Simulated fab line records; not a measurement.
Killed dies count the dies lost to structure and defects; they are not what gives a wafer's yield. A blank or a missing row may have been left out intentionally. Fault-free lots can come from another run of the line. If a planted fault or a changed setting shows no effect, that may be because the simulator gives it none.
The tool behind it: which one? | flow nand-harc | 6 lots with 18 wafers sampled at 2 steps, on a route of 1159 steps

== WHAT THE GAUGES READ, wafer by wafer ==
NHARC_A_BLC_INSPECT_12.
lot  | measured     | on                | raw-defect-count
L117 | day 17 21:08 | defect-inspect-01 | 20 21 25
L122 | day 18 02:52 | defect-inspect-01 | 21 26 32
L116 | day 18 18:33 | defect-inspect-01 | 13 10 16
L130 | day 20 04:13 | defect-inspect-01 | 15 9 12
L137 | day 22 13:01 | defect-inspect-02 | 18 14 274
L139 | day 22 23:50 | defect-inspect-02 | 29 23 22

== EACH LOT AND THE TOOL THAT RAN IT (in order: tool; ch and the chambers of the sampled wafers; start) ==
lot  | NHARC_A_CONTACT_CMP_20
L117 | cmp-01 ch 0,1, day 17 20:13
L122 | cmp-01 ch 0,1,3, day 18 01:53
L116 | cmp-04 ch 0,3, day 18 17:31
L130 | cmp-01 ch 0,3, day 20 03:12
L137 | cmp-03 ch 0,1,2, day 22 11:56
L139 | cmp-04 ch 2,3, day 22 22:55
- NHARC_A_CONTACT_CMP_20: polishes, t overpolish 30 s, target thk 300 nm.

== THE ANSWER, worked out from the rows above alone ==
Rule: the lots themselves supply what counts as usual. The widest of any qualifying gaps counts: lots, ordered by their means at a reading, are off when they make up no more than a third of the lots, leave a main group of 4 or more, and stand apart from it by 3 or more times the standard deviation of that group's means. A main group is skipped when, at the precision printed for the reading in the tables above, its means are all equal. A lot without any number at a reading at which 4 lots or more have one is off too. All remaining lots with rows at the step are treated as sound.
Off: L137 (NHARC_A_BLC_INSPECT_12, raw-defect-count). For the main group the mean is 20 and the standard deviation 6.
A tool fits if, at a process step before that reading, it ran every lot that is off, and no sound lot after the first of them. Those tools and the gauges at NHARC_A_BLC_INSPECT_12 are tried in the same way. One candidate fits, namely cmp-03 at NHARC_A_CONTACT_CMP_20. It ran no sound lot before its first lot that is off in this sample, so the start can't be narrowed down.

== WHAT HAD BEEN PUT IN BY THE SIMULATOR ==
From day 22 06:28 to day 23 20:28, cmp-03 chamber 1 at NHARC_A_CONTACT_CMP_20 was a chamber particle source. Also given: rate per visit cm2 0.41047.
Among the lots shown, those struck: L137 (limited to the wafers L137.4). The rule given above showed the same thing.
